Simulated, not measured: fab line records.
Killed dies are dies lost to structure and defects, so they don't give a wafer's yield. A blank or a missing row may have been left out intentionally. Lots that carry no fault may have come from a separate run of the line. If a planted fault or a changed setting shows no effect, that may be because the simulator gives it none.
8D (eight disciplines) problem report, filled in by code / flow nand-harc / the parts of the form that need people (team, actions taken, sign-off) are left out

== 1. WHAT IS WRONG ==
A mean of 207.6 W is read at NHARC_P_BONDPAD_SOFTBAKE_04 for heater-power-total-W, taken on 1 wafer of 1 lot, against 200.8 W (standard deviation 1.3) on wafers free of any fault. That is +5.2 standard deviations from the usual mean.
The step: time 70 s.
The first sign was on wafer L912.3 at day 9 04:00, on litho-track-03. At this step, 15 wafers from 5 lots have a number in the record. The rule behind "out" and "out of limits": a value lying over 4 standard deviations away from the usual mean. The other wafers with a number count as sound.

== 2. WHAT THIS IS AND IS NOT ==
question=which readings at this step | is=heater-power-total-W | is not=-
question=which lots | is=L912 | is not=L907, L920, L925, L929
question=which wafers of those lots | is=L912.3 | is not=L912.5, L912.6
question=read on which tools | is=litho-track-03 | is not=litho-track-02
question=when | is=from day 9 04:00 | is not=up to then (5 sound wafers); but 9 sound wafers of L920, L925, L929 came after

== 3. SUSPECTS, AND WHAT RULES EACH OUT ==
Counting: any tool at a process step up to the reading remains a suspect provided it ran every lot that is out. Sound lots after the first of them don't rule it out here, since some wafers of a struck lot are sound.
- pecvd-04 at NHARC_P_M2_PRE_CLEAN_32 (time 12 s): kept. L912, the lot that is out, went through it at day 9 03:14; up to then, the latest sound lot through it was L907 at day 6 20:12.
- pecvd-04 at NHARC_P_M2_DEP_33 (deposits SiCN, target thk 30 nm): kept. L912, the lot that is out, went through it at day 9 03:22; up to then, the latest sound lot through it was L907 at day 6 20:17.
- pecvd-01 at NHARC_P_BONDPAD_DEP_00 (deposits SiCN, target thk 250 nm): kept. It ran the lot that is out, L912 (day 9 04:06). NHARC_P_BONDPAD_DEP_00: start missing for some lots; hours and lot order therefore follow NHARC_P_BONDPAD_CMP_32.
- cmp-01 at NHARC_P_BONDPAD_CMP_32 (polishes SiCN, target thk 200 nm): kept. It ran the lot that is out, L912 (day 9 04:06).
- litho-track-03 at NHARC_P_BONDPAD_SOFTBAKE_04 (time 70 s): kept. L912, the lot that is out, went through it at day 9 04:00; up to then, the latest sound lot through it was L907 at day 6 21:00. Out on those wafers are its own readings of heater-power-total-W.
Left after counting: pecvd-04 at NHARC_P_M2_PRE_CLEAN_32, pecvd-04 at NHARC_P_M2_DEP_33, pecvd-01 at NHARC_P_BONDPAD_DEP_00, cmp-01 at NHARC_P_BONDPAD_CMP_32, litho-track-03 at NHARC_P_BONDPAD_SOFTBAKE_04.

== 4. THE CAUSE (what the simulator had put in) ==
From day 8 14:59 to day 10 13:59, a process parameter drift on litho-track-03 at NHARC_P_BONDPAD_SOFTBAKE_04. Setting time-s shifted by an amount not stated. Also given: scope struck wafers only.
After counting, 5 suspects remain, this tool included.

== 5. THE CHAIN OF EFFECTS, in route order ==
Each row: a reading whose mean over the struck wafers that have a number lies more than 3 standard deviations from the usual. Readings are gone through only where the record gives a usual standard deviation; hours: the median, over the lots, of the time from a lot's start at the first step in this table giving one to that lot's start at this step; sigmas: the change measured in usual standard deviations.
hours=0; step=NHARC_P_BONDPAD_SOFTBAKE_04; reading=heater-power-total-W; usual=200.8 W; on struck wafers=207.6; change=+6.8; sigmas=+5.2
Process steps it contains:
- NHARC_P_BONDPAD_SOFTBAKE_04: time 70 s.
Later measuring or inspecting steps at which every struck wafer that the step has a row for has a number for every such reading, and none has moved that far: NHARC_END_SORT_01.

== 6. WHAT WOULD HAVE CAUGHT IT SOONER ==
The fault began at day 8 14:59; the first out-of-limits reading in this record came at day 9 04:00, 13 hours later.
